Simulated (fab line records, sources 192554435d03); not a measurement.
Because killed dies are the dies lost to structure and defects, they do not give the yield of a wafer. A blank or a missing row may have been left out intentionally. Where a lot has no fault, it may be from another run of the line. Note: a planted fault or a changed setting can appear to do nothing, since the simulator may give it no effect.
2 desks looking at one fault | flow n5Finfet | every desk sees just its own numbers, and what lay behind them comes last

## THE METROLOGY DESK
Lot by lot, what the gauges showed, no matter which tool ran the lot: averages of those sampled wafers that carry a number. Marked OUT: a lot whose mean sits more than 4 standard deviations from the usual mean, which makes it out of limits; the brackets give that distance.
Columns: A = MIM_TOP_OVL at N5_MIM_TOP_LITHO_OVL_MEAS_11, usual -1 nm
lot  | first seen here | A
L540 | day 12 07:32    | 5
L539 | day 12 07:46    | -4
L543 | day 13 11:46    | -4
L544 | day 14 13:41    | -2
L550 | day 15 23:50    | -5
L555 | day 16 21:25    | 1
L552 | day 16 21:34    | 3
L558 | day 17 10:25    | 1
L557 | day 18 05:26    | -2
L559 | day 18 09:36    | -5
Finding of this desk: none of the 10 lots has anything out of limits.

## FOR THE TOOL OWNER'S DESK: rieDiel-06
The tool's own readings at N5_MIM_BOT_ETCH_ETCH_04 (etches SiNx in CF4/O2, target depth 26 nm, time 13 s): means of the sampled wafers that have a number, for each lot that ran on this tool. Marked OUT: a lot whose mean sits more than 4 standard deviations from the usual mean, which makes it out of limits; the brackets give that distance. Readings shown: 7 out of 8 (the first out of limits, and those lying furthest out on some lot).
Columns: A = drypumpMotorCurrentA at N5_MIM_BOT_ETCH_ETCH_04, usual 5.9 A; B = oes_f_703_au at N5_MIM_BOT_ETCH_ETCH_04, usual 0.77 a.u.; C = oesProductAu at N5_MIM_BOT_ETCH_ETCH_04, usual 0.78 a.u.; D = rfFwdPowerW at N5_MIM_BOT_ETCH_ETCH_04, usual 531.6 W; E = rfVppV at N5_MIM_BOT_ETCH_ETCH_04, usual 243 V; F = showerheadPlenumPTorr at N5_MIM_BOT_ETCH_ETCH_04, usual 2.21 Torr; G = throttleValvePct at N5_MIM_BOT_ETCH_ETCH_04, usual 16.02 %
lot  | first seen here | A   | B    | C    | D               | E   | F    | G
L539 | day 12 08:46    | 5.2 | 0.65 | 0.66 | 532.3           | 242 | 2.20 | 16.43
L550 | day 16 00:53    | 5.2 | 0.76 | 0.80 | 491.3 (-21) OUT | 255 | 2.22 | 15.89
L552 | day 16 22:37    | 4.9 | 0.73 | 0.79 | 489.4 (-22) OUT | 256 | 2.20 | 15.95
L558 | day 17 11:31    | 5.4 | 0.87 | 0.90 | 531.0           | 245 | 2.30 | 15.99
This desk's verdict: out of limits on L550, L552, starting with L550 at day 16 00:53 (rfFwdPowerW at N5_MIM_BOT_ETCH_ETCH_04). L539, L558 stayed within limits.

## BROUGHT TOGETHER
The tool owner's desk could have raised an alarm at day 16 00:53, on L550, L552.
Nothing out of limits was seen by the metrology desk.
The metrology desk holds a record of L550, L552, inside its limits.
All the named lots went through N5_MIM_BOT_ETCH_ETCH_04 on rieDiel-06.

## WHAT THE SIMULATOR HAD INSERTED
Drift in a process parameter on rieDiel-06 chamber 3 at N5_MIM_BOT_ETCH_ETCH_04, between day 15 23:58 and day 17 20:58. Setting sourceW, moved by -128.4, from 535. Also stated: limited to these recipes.
Shown lots that were struck: L550, L552.
Delay in hours, fault start to first out-of-limits reading, by desk: the tool owner's desk at 1.
